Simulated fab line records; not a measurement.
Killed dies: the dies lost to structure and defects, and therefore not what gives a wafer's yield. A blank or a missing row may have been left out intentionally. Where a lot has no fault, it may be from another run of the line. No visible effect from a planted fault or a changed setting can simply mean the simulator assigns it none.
fab line records	flow n5-finfet
record lots=7	wafers=39
route steps=1938 shown BEOL_M2@857 BEOL_M6@1212 BEOL_M7@1329 BEOL_M12@1648 MIM_TOP_LITHO@1845 PASSIVATION@1930
start-h: start of the lot's first displayed wafer, in hours after the record's first day	wait-h: time in hours since the lot's previous step	" same as the row above	L1.1+2: a row that stands for several wafers	- no value, or no start was given	* or withheld: withheld	< > ~ a bound
route shown NAME@n: NAME is a module with steps in the file, n the number in the route of the first one	usual: mean/standard deviation taken from wafers without a fault	same: alike in all rows	chamber/n: place in a boat	sites: readings site by site	_std_site: how widely they spread, as a standard deviation	_edge_site: mean of outer sites minus mean of inner sites	radius-mm: for every site, how far away it sits from the centre of the wafer	mask NAME#n: copy n	behind: the tool/chamber that last shaped the wafer	hold: reason for holding the lot/hours on hold/outcome of the hold	device: the n, p or np transistor that did not switch	end of line: the route-end tests of the same wafers	a step given without rows: its recipe and nothing more	killed: count of dies lost to structure and defects at first sort (not the wafer's yield)	map: per-die view of a wafer (x killed, . not killed, _ where there is no die)
set.NAME: the setting as run; set.NAME@STEP: as run at that earlier step	model.NAME: the simulator's own value behind a step, which no gauge read
lots with deliberately changed settings; one table per step, one row per wafer
## steps
# step N5_BEOL_M2_DESCUM_16
# recipe chemistry=O2	time-s=7	source-power-w=50	bias-power-w=20	pressure-mtorr=20	rf-frequency-hz=2.712e+07	temp-c=40	resist=CAR-EUV	o2-flow-sccm=225
lot.wafer	tool	chamber	start-h	wait-h	set.time-s	model.CAR-EUV_of_BEOL_M2_COAT_05.thk-nm
L077.1+4	rie-diel-01	1	150.56	0.0	3.265	28
L077.2	"	3	"	"	3.265	27.8
L077.3+5+6	"	2,3,2	"	"	7	26
L083.1+5	rie-diel-02	2,3	192.67	0.0	7	25.8
L083.2+4+6	"	0,0,2	"	"	3.714	27.6
L083.3	"	3	"	"	7	26
L088.1+4+5	rie-diel-01	3,0,0	216.52	0.3	3.212	28
L088.2+6	"	2,1	"	"	7	26
L088.3	"	1	"	"	7	26.2
L089.1+2+6	rie-diel-03	3,0,3	227.11	0.0	10.1	24.6
L089.3+4	"	2	"	"	7	26
L089.5	"	0	"	"	7	26.2
L094.1+3+5	rie-diel-01	1,0,1	256.85	0.0	7	26.4
L094.2+4+6	"	2,3,2	"	"	7	26.2
L095.4+5	rie-diel-02	2,3	262.50	0.1	7	25.8
L095.6	"	1	"	"	7	26
L097.1+5+6	rie-diel-02	3,3,1	271.58	0.0	3.923	27.6
L097.2+4	"	2	"	"	7	26
L097.3	"	1	"	"	7	26.2
# step N5_BEOL_M6_ETCH_62
# recipe chemistry=N2/H2	target=SOC	target-depth-a=1100	overetch-a=220	mask-material=SiARC	temp-c=40	time-s=165	ion-energy-ev=200	pressure-mtorr=30	source-w=840	bias-w=150	n2-flow-sccm=200	h2-flow-sccm=200
lot.wafer	tool	chamber	start-h	wait-h	set.time-s	model.etch.depth-nm	model.SiARC_of_BEOL_M6_COAT_60.thk-nm
L077.1	rie-diel-02	0	199.68	0.0	165	99.77	28.6
L077.2	"	3	"	"	165	99.92	28.2
L077.3	"	2	"	"	165	99.98	28
L077.4	"	1	"	"	165	99.94	28.4
L077.5	"	3	"	"	165	99.79	28.2
L077.6	"	2	"	"	165	100.2	28.2
L083.1	rie-diel-03	3	240.25	0.0	165	100.2	28.4
L083.2	"	0	"	"	74.86	58.27	32
L083.3	"	2	"	"	165	100.2	28.6
L083.4	"	0	"	"	74.86	58.62	32
L083.5	"	3	"	"	74.86	58.98	32
L083.6	"	2	"	"	165	100.3	28.6
L088.1+6	rie-diel-03	0	261.62	0.0	165	100.3	28.4
L088.2	"	2	"	"	165	100.3	28.6
L088.3	"	1	"	"	165	100.3	28.2
L088.4	"	3	"	"	165	100.2	28.4
L088.5	"	3	"	"	165	100.1	28.4
L089.1	rie-diel-03	3	281.92	0.0	165	100	28.4
L089.2	"	2	"	"	165	99.88	28.6
L089.3	"	1	"	"	231.1	99.88	25.2
L089.4	"	3	"	"	165	99.79	28.4
L089.5	"	2	"	"	231.1	100	25.8
L089.6	"	1	"	"	231.1	99.91	25.2
L095.4	rie-diel-01	2	306.98	0.0	165	99.77	28.8
L095.5	"	0	"	"	165	99.75	28.8
L095.6	"	1	"	"	165	99.45	28.6
L094.1+4	rie-diel-01	1	317.56	0.0	165	100.3	28.6
L094.2	"	0	"	"	66.2	48.09	32.6
L094.3	"	2	"	"	66.2	54.43	32.4
L094.5	"	2	"	"	66.2	54.32	32.6
L094.6	"	0	"	"	165	100.4	28.8
L097.1	rie-diel-02	1	326.37	0.0	165	100.3	28.2
L097.2	"	2	"	"	165	100.4	28
L097.3	"	0	"	"	165	100.6	28.2
L097.4	"	3	"	"	165	100.4	27.8
L097.5	"	2	"	"	165	100.1	28
L097.6	"	1	"	"	165	100.4	28.2
# step N5_BEOL_M7_DEP_56
# recipe material=SiCN	target-thk-a=100	temp-c=withheld	precursor=3MS/NH3	pressure-torr=3	rf-w=202	time-s=17.5
lot.wafer	tool	chamber	start-h	wait-h	set.time-s	model.SiCN_of_BEOL_M7_DEP_56.thk-nm
L077.1	pecvd-04	0	212.84	0.0	7.844	4.8
L077.2	"	2	"	"	7.844	4.4
L077.3+6	"	1,2	"	"	17.5	10
L077.4	"	1	"	"	17.5	10.2
L077.5	"	0	"	"	7.844	4.6
L083.1	pecvd-01	1	250.85	0.0	12.21	6.8
L083.2+3	"	0,2	"	"	12.21	7
L083.4+6	"	1,0	"	"	17.5	10
L083.5	"	2	"	"	17.5	10.2
L088.1	pecvd-04	0	275.77	0.0	24.49	13.6
L088.2	"	2	"	"	17.5	9.8
L088.3	"	1	"	"	17.5	10
L088.4	"	1	"	"	17.5	10.4
L088.5	"	2	"	"	24.49	13.8
L088.6	"	0	"	"	24.49	14
L089.1+3	pecvd-01	1,2	296.53	0.0	8.771	4.8
L089.2	"	0	"	"	17.5	9.6
L089.4+5	"	2,1	"	"	17.5	10
L089.6	"	0	"	"	8.771	4.6
L095.4+5+6	pecvd-01	2,1,0	323.51	0.0	17.5	10
L094.1	pecvd-04	0	331.40	0.0	17.5	9.8
L094.2+4+5+6	"	2,0,2,1	"	"	17.5	10.2
L094.3	"	1	"	"	17.5	10
L097.1	pecvd-04	1	339.95	0.0	11.75	7
L097.2	"	0	"	"	17.5	9.8
L097.3+6	"	2	"	"	11.75	6.8
L097.4	"	0	"	"	17.5	10
L097.5	"	1	"	"	17.5	10.2
# step N5_BEOL_M12_SPUTTER_43
# recipe material=TaN	target-thk-a=150	temp-c=50	bias-v=168.6	power-w=15000	chamber-pressure-pa=0.12	time-s=24.19
lot.wafer	tool	chamber	start-h	wait-h	set.time-s	model.TaN_of_BEOL_M12_SPUTTER_43.thk-nm
L077.1	pvd-sputter-02	-	256.88	0.0	24.19	15.2
L077.2+3	"	-	"	"	24.19	15
L077.4	"	-	"	"	10.16	6.2
L077.5+6	"	-	"	"	10.16	6.4
L083.1	pvd-sputter-01	-	294.77	0.0	24.19	15.4
L083.2+5	"	-	"	"	24.19	15.6
L083.3	"	-	"	"	29.58	18.4
L083.4	"	-	"	"	29.58	18.6
L083.6	"	-	"	"	29.58	18.8
L088.1+4	pvd-sputter-03	-	323.24	0.0	24.19	14.8
L088.2	"	-	"	"	28.18	17.6
L088.3	"	-	"	"	28.18	17.2
L088.5	"	-	"	"	28.18	17.4
L088.6	"	-	"	"	24.19	15.2
L089.1+4+6	pvd-sputter-02	-	338.12	0.0	36.96	22.6
L089.2+5	"	-	"	"	24.19	14.6
L089.3	"	-	"	"	24.19	14.8
L095.4	pvd-sputter-03	-	360.65	0.0	24.19	15.2
L095.5	"	-	"	"	24.19	14.8
L095.6	"	-	"	"	24.19	15
L094.1+4+5	pvd-sputter-01	-	369.88	0.0	24.19	15.2
L094.2	"	-	"	"	24.19	14.6
L094.3+6	"	-	"	"	24.19	15
L097.1	pvd-sputter-03	-	385.90	0.0	24.19	15
L097.2+5	"	-	"	"	24.19	15.2
L097.3+6	"	-	"	"	24.19	14.8
L097.4	"	-	"	"	24.19	15.4
# step N5_BEOL_M12_SPUTTER_44
# recipe material=Ta	target-thk-a=100	temp-c=50	bias-v=80	power-w=15000	chamber-pressure-pa=0.07	time-s=16.13
# step N5_BEOL_M12_SPUTTER_45
# recipe material=Cu	target-thk-a=800	temp-c=-20	bias-v=60	power-w=26000	chamber-pressure-pa=0.13	time-s=13.33
# step N5_BEOL_M12_ECD_47
# recipe material=Cu	target-thk-a=7200
# step N5_BEOL_M12_ANNEAL_48
# recipe temp-c=225	time-s=90	ambient=N2
# step N5_BEOL_M12_CMP_49
# recipe stop-on=SiOC	t-overpolish-s=20.6	down-force-psi=1	platen-rpm=50	clearing-platen-down-force-psi=1.5	clearing-platen-rpm=50	post-cmp-clean=cu-alkaline	target-thk-nm=320	clearing-platen-pad-velocity-m-s=0.99484	pad-velocity-m-s=0.99484
# usual barrier-field-endpoint-s=30.2/1.1
lot.wafer	tool	chamber	start-h	wait-h	set.time-s@BEOL_M12_SPUTTER_43	barrier-field-endpoint-s
L077.1	cmp-04	2	257.60	0.3	24.19	30.2
L077.3	"	3	"	"	24.19	30.2
L077.4	"	0	"	"	10.16	19.8
L077.2	"	1	"	"	24.19	30.2
L077.5	"	2	"	"	10.16	19.5
L077.6	"	3	"	"	10.16	20.1
L083.1	cmp-01	1	295.49	0.3	24.19	29.7
L083.3	"	2	"	"	29.58	35.2
L083.4	"	3	"	"	29.58	36.8
L083.2	"	0	"	"	24.19	30.3
L083.5	"	1	"	"	24.19	29.9
L083.6	"	2	"	"	29.58	36.7
L088.4	cmp-03	0	324.36	0.1	24.19	30.2
L088.3	"	1	"	"	28.18	31.2
L088.1	"	2	"	"	24.19	28.5
L088.2	"	3	"	"	28.18	31.8
L088.6	"	0	"	"	24.19	29.4
L088.5	"	1	"	"	28.18	31.8
L089.3	cmp-04	1	339.32	0.2	24.19	30.3
L089.4	"	2	"	"	36.96	39.9
L089.2	"	3	"	"	24.19	29.6
L089.1	"	0	"	"	36.96	39.7
L089.5	"	1	"	"	24.19	29.5
L089.6	"	2	"	"	36.96	39.0
L095.4	cmp-01	2	361.70	0.1	24.19	32.0
L095.5	"	2	"	"	24.19	31.1
L095.6	"	3	"	"	24.19	33.0
L094.3	cmp-04	1	370.64	0.2	24.19	30.4
L094.1	"	2	"	"	24.19	29.8
L094.4	"	3	"	"	24.19	30.9
L094.2	"	0	"	"	24.19	29.6
L094.6	"	1	"	"	24.19	30.8
L094.5	"	2	"	"	24.19	30.9
L097.4	cmp-03	3	386.62	0.1	24.19	29.4
L097.2	"	0	"	"	24.19	30.0
L097.3	"	1	"	"	24.19	28.3
L097.1	"	2	"	"	24.19	28.6
L097.6	"	3	"	"	24.19	29.5
L097.5	"	0	"	"	24.19	29.9
# step N5_MIM_TOP_LITHO_DEVELOP_07
# recipe develop-time-s=60	rinse-liquid=diw	dry=air-spin	dev-temp-c=21
lot.wafer	tool	chamber	start-h	wait-h	set.develop-time-s
L077.1+3+5	litho-track-05	0	-	-	60
L077.2+4+6	"	0	"	"	34.05
L083.1+2+3+4+5+6	litho-track-03	0	-	-	60
L088.1+2+6	litho-track-05	0	-	-	60
L088.3+4+5	"	0	"	"	44.78
L089.1+3+5	litho-track-05	0	-	-	60
L089.2+4+6	"	0	"	"	44.71
L095.4+5+6	litho-track-03	0	-	-	60
L094.1+2+3	litho-track-01	0	-	-	60
L094.4+5+6	"	0	"	"	82.71
L097.1+2+3+4+5+6	litho-track-03	0	-	-	60
# step N5_MIM_TOP_LITHO_HARDBAKE_09
# recipe temp-c=130	time-s=120
# step N5_MIM_TOP_LITHO_CD_MEAS_08
# recipe target-cd-nm=2000	landing-energy-ev=500	detector=se-inlens
# usual cd-nm=2000.6/1.9
lot.wafer	tool	chamber	start-h	wait-h	set.develop-time-s@MIM_TOP_LITHO_DEVELOP_07	cd-nm
L077.1	cd-sem-02	0	283.03	-	60	2000.9
L077.2	"	0	"	"	34.05	2009.7
L077.3	"	0	"	"	60	2000.9
L077.4	"	0	"	"	34.05	2014.1
L077.5	"	0	"	"	60	2000.5
L077.6	"	0	"	"	34.05	2012.4
L083.1	cd-sem-03	0	322.83	-	60	2000.7
L083.2	"	0	"	"	60	-
L083.3	"	0	"	"	60	1998.0
L083.4	"	0	"	"	60	-
L083.5	"	0	"	"	60	-
L083.6	"	0	"	"	60	1993.7
L088.1	cd-sem-01	0	350.85	-	60	2002.2
L088.2	"	0	"	"	60	2000.7
L088.3	"	0	"	"	44.78	2007.1
L088.4	"	0	"	"	44.78	2006.8
L088.5	"	0	"	"	44.78	2006.5
L088.6	"	0	"	"	60	1999.9
L089.1	cd-sem-02	0	360.55	-	60	2001.9
L089.2	"	0	"	"	44.71	2006.0
L089.3	"	0	"	"	60	1999.0
L089.4	"	0	"	"	44.71	2005.1
L089.5	"	0	"	"	60	2000.7
L089.6	"	0	"	"	44.71	2005.0
L095.4	cd-sem-03	0	385.88	-	60	2000.9
L095.5	"	0	"	"	60	1996.6
L095.6	"	0	"	"	60	2000.3
L094.1	cd-sem-03	0	394.72	-	60	2003.1
L094.2	"	0	"	"	60	-
L094.3	"	0	"	"	60	-
L094.4	"	0	"	"	82.71	1994.9
L094.5	"	0	"	"	82.71	-
L094.6	"	0	"	"	82.71	1997.2
L097.1	cd-sem-02	0	406.87	-	60	2001.6
L097.2	"	0	"	"	60	2000.0
L097.3	"	0	"	"	60	1997.5
L097.4	"	0	"	"	60	1998.1
L097.5	"	0	"	"	60	1998.3
L097.6	"	0	"	"	60	2001.3
# step N5_MIM_TOP_LITHO_DESCUM_10
# recipe chemistry=O2	time-s=7.9	source-power-w=50	bias-power-w=20	pressure-mtorr=20	rf-frequency-hz=2.712e+07	temp-c=40	o2-flow-sccm=225
lot.wafer	tool	chamber	start-h	wait-h	set.develop-time-s@MIM_TOP_LITHO_DEVELOP_07	model.MIM_TOP_LITHO.cd-nm
L077.1+3	rie-diel-03	1,2	283.19	0.1	60	2001
L077.2	"	3	"	"	34.05	2009
L077.4	"	2	"	"	34.05	2014
L077.5	"	3	"	"	60	2000
L077.6	"	1	"	"	34.05	2012
L083.1	rie-diel-01	2	322.92	0.0	60	2001
L083.2+3+4	"	1,0,2	"	"	60	1998
L083.5	"	0	"	"	60	2000
L083.6	"	1	"	"	60	1994
L088.1	rie-diel-01	1	350.93	0.0	60	2002
L088.2	"	2	"	"	60	2001
L088.3	"	0	"	"	44.78	2006
L088.4+5	"	3	"	"	44.78	2007
L088.6	"	0	"	"	60	1999
L089.1	rie-diel-01	0	360.64	0.0	60	2002
L089.2	"	2	"	"	44.71	2006
L089.3	"	3	"	"	60	1999
L089.4+6	"	3,0	"	"	44.71	2005
L089.5	"	2	"	"	60	2001
L095.4	rie-diel-01	1	386.00	0.1	60	2001
L095.5	"	3	"	"	60	1997
L095.6	"	2	"	"	60	2000
L094.1	rie-diel-01	3	394.81	0.0	60	2003
L094.2	"	1	"	"	60	2004
L094.3	"	2	"	"	60	2001
L094.4	"	3	"	"	82.71	1995
L094.5	"	1	"	"	82.71	1996
L094.6	"	2	"	"	82.71	1997
L097.1	rie-diel-01	0	406.96	0.0	60	2002
L097.2	"	1	"	"	60	2000
L097.3+4+5	"	2,3,3	"	"	60	1998
L097.6	"	2	"	"	60	2001
# step N5_PASSIVATION_ETCH_54
# recipe chemistry=CHF3/O2	target=SiO2	target-depth-a=8800	CHF3_flow_sccm=50	O2_flow_sccm=5	Ar_flow_sccm=200	time-s=440	mask-material=PR	pressure-mtorr=30	source-w=650	bias-w=170	ion-energy-ev=200
lot.wafer	tool	chamber	start-h	wait-h	set.time-s	model.etch.depth-nm	model.PASSIVATION.feature-depth-nm
L077.1	rie-diel-01	3	289.86	0.1	320	647.7	647.8
L077.2	"	2	"	"	440	871	871
L077.3	"	0	"	"	440	836.5	836.6
L077.4	"	1	"	"	320	612.4	612.4
L077.5	"	2	"	"	440	868.9	868.8
L077.6	"	3	"	"	320	644.3	644.4
L083.1	rie-diel-02	1	329.26	0.1	235.1	465.9	466
L083.2	"	2	"	"	440	914.6	914.6
L083.3	"	3	"	"	440	899.9	899.8
L083.4	"	0	"	"	440	882.3	882.4
L083.5	"	1	"	"	235.1	468	468
L083.6	"	2	"	"	235.1	486	486
L088.1	rie-diel-01	0	357.25	0.1	597.6	1110	1110
L088.2	"	3	"	"	597.6	1221	1221
L088.3	"	2	"	"	440	869.3	869.2
L088.4	"	3	"	"	597.6	1218	1218
L088.5	"	0	"	"	440	816	816
L088.6	"	2	"	"	440	865.8	865.8
L089.1	rie-diel-02	1	372.26	0.1	440	873.2	873.2
L089.2	"	3	"	"	191.7	379.7	379.8
L089.3	"	2	"	"	440	910.9	910.8
L089.4	"	0	"	"	440	868.9	868.8
L089.5	"	0	"	"	191.7	379.3	379.2
L089.6	"	1	"	"	191.7	378.2	378.2
L095.4	rie-diel-02	0	392.39	0.1	440	872.8	872.8
L095.5	"	2	"	"	440	908.9	909
L095.6	"	1	"	"	440	870.1	870.2
L094.1	rie-diel-02	2	401.30	0.1	440	900.4	900.4
L094.2	"	0	"	"	440	876.7	876.6
L094.3	"	1	"	"	440	859.5	859.4
L094.4	"	3	"	"	440	879.6	879.6
L094.5	"	2	"	"	440	904.7	904.8
L094.6	"	3	"	"	440	877.8	877.8
L097.1	rie-diel-03	3	413.67	0.1	298.8	598	598
L097.2	"	2	"	"	440	835.5	835.6
L097.3	"	1	"	"	298.8	611.2	611.2
L097.4	"	2	"	"	440	831.6	831.6
L097.5	"	3	"	"	298.8	592.4	592.4
L097.6	"	1	"	"	440	893.9	894
## key
split step=N5_BEOL_M2_DESCUM_16	setting=time-s	stated=7	by=wafer
response step=N5_BEOL_M2_DESCUM_16	reading=model.CAR-EUV_of_BEOL_M2_COAT_05.thk-nm	change=-0.0355	per=1%	r=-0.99
split step=N5_BEOL_M6_ETCH_62	setting=time-s	stated=165	by=wafer
response step=N5_BEOL_M6_ETCH_62	reading=model.etch.depth-nm	shape=bent	at-lowest=52.28	at-stated=100.1	at-highest=99.94
response step=N5_BEOL_M6_ETCH_62	reading=model.SiARC_of_BEOL_M6_COAT_60.thk-nm	change=-0.0665	per=1%	r=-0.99
split step=N5_BEOL_M7_DEP_56	setting=time-s	stated=17.5	by=wafer
response step=N5_BEOL_M7_DEP_56	reading=model.SiCN_of_BEOL_M7_DEP_56.thk-nm	change=+0.0992	per=1%	r=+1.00
split step=N5_BEOL_M12_SPUTTER_43	setting=time-s	stated=24.19	by=wafer
response step=N5_BEOL_M12_SPUTTER_43	reading=model.TaN_of_BEOL_M12_SPUTTER_43.thk-nm	change=+0.149	per=1%	r=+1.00
response step=N5_BEOL_M12_CMP_49	reading=barrier-field-endpoint-s	change=+0.187	per=1%	r=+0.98
split step=N5_MIM_TOP_LITHO_DEVELOP_07	setting=develop-time-s	stated=60	by=wafer
response step=N5_MIM_TOP_LITHO_CD_MEAS_08	reading=cd-nm	change=-0.231	per=1%	r=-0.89
response step=N5_MIM_TOP_LITHO_DESCUM_10	reading=model.MIM_TOP_LITHO.cd-nm	change=-0.223	per=1%	r=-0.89
split step=N5_PASSIVATION_ETCH_54	setting=time-s	stated=440	by=wafer
response step=N5_PASSIVATION_ETCH_54	reading=model.etch.depth-nm	change=+8.86	per=1%	r=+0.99
response step=N5_PASSIVATION_ETCH_54	reading=model.PASSIVATION.feature-depth-nm	change=+8.86	per=1%	r=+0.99
